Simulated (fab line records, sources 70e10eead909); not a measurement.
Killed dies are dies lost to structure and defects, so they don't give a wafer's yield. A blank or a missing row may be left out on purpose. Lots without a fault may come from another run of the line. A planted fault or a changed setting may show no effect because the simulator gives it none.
A struck lot beside a sound one | flow nand_harc | 14 steps out of a route of 1302
Sound: wafers L202.1, L202.2, L202.5. Struck: wafer L210.5. (L210.1, L210.6 of the same lot were not struck and are left out.) The cause comes at the end.
At each step with rows: each side's tool, then ch and its chambers, then its first start. Under that, the readings that differ: sound wafers | struck wafers | difference of the means | sigmas: that difference in standard deviations of wafers without a fault.
alike: readings whose means differ by less than 2 such deviations, and words and numbers that are the same on both sides. not compared: withheld readings, readings that some wafer has no value for, bounds like >300 that may hide the same value, and numbers for which the record gives no deviation and whose values overlap.
The two part at a step that has a row with sigmas, a row that says differs or no value, or rows on one side only. Numbers that don't overlap but have no deviation are shown without sigmas and don't part them. A reading that every wafer of one side lacks parts them only if that side has two wafers or more.

NHARC_A_SLIT_ETCH_26: etches the open film in C4F8/O2/Ar, time 90 s, target depth 400 nm.
  sound on har_etch-01 ch 0,1, day 20 19:25; struck on har_etch-01 ch 1, day 23 22:08
  alike: bias_v, drypump_motor_current_A, showerhead_plenum_p_Torr, throttle_valve_pct
  not compared: rf_hours_counter_h
then, 1 step without rows for these wafers: NHARC_A_SLIT_STRIP_28 (strips in O2/COS).
NHARC_A_SLIT_ETCH_29: etches the open film in CF4/O2, target depth 100 nm, overetch 10 nm, time 55 s.
  sound on rie_diel-10 ch 1,2,3, day 20 20:18; struck on rie_diel-01 ch 3, day 23 23:01
  alike: drypump_motor_current_A, oes_ar_750_au, oes_product_au, rf_vpp_V, showerhead_plenum_p_Torr, throttle_valve_pct
  not compared: rf_hours_counter_h
NHARC_A_SLIT_STRIP_18: strips in O2.
  sound on rie_diel-10 ch 0,3; struck on rie_diel-01 ch 3
  alike: drypump_motor_current_A, oes_product_au, rf_vpp_V, showerhead_plenum_p_Torr, throttle_valve_pct
  not compared: rf_hours_counter_h
then, 2 steps without rows for these wafers: NHARC_A_SLIT_PRECLEAN_19 (cleans in SC1); NHARC_A_SLIT_SRD_20.
NHARC_A_SLIT_CD_MEAS_21:
  sound on cd_sem-03, day 20 20:50; struck on cd_sem-01, day 23 23:35
  alike: cd_nm
then, 3 steps without rows for these wafers: NHARC_A_SIN_REMOVE_WET_00 (chemistry H3PO4, time 15300 s); NHARC_A_SIN_REMOVE_PRECLEAN_01 (cleans in SC1); NHARC_A_SIN_REMOVE_SRD_02.
NHARC_A_SIN_REMOVE_INSPECT_04:
  sound on defect_inspect-02, day 21 03:29; struck on defect_inspect-02, day 24 06:17
  alike: raw_defect_count
NHARC_A_WL_FILL_ALD_00: deposits Al2O3, target thk 3 nm, pulse time 3 s, ald cycles 30.
  sound on ald_hk-03 ch 1,2,3, day 21 03:32; struck on ald_hk-02 ch 1, day 24 06:24
  reading    | sound    | struck | difference | sigmas
  ald_cycles | 30 30 30 | 27     | -3         |
  alike: heater_power_outer_w, heater_power_w, precursor_pulse_height_rel
NHARC_A_WL_FILL_RTA_01: time 5 s.
  sound on rtp_anneal-01 ch 0, day 21 03:49; struck on rtp_anneal-02 ch 0, day 24 06:37
  reading             | sound                | struck | difference | sigmas
  lamp_power_pct (%)  | 29.6 29.6 29.7       | 26.7   | -2.9       | -2
  lamp_zone_4_pct (%) | 29.6 29.7 29.7       | 26.7   | -3.0       | -2
  wafer_temp_C_max    | 1006.6 1007.2 1007.7 | 1003.9 | -3.3       | -2
NHARC_END_SORT_01:
  the record has rows for the sound wafers here (prober-01 ch 0, day 25 07:27) and none for the struck ones

WHERE THEY PART
First at NHARC_A_WL_FILL_RTA_01; last, within this record, at NHARC_END_SORT_01.

WHY: what the simulator had put in
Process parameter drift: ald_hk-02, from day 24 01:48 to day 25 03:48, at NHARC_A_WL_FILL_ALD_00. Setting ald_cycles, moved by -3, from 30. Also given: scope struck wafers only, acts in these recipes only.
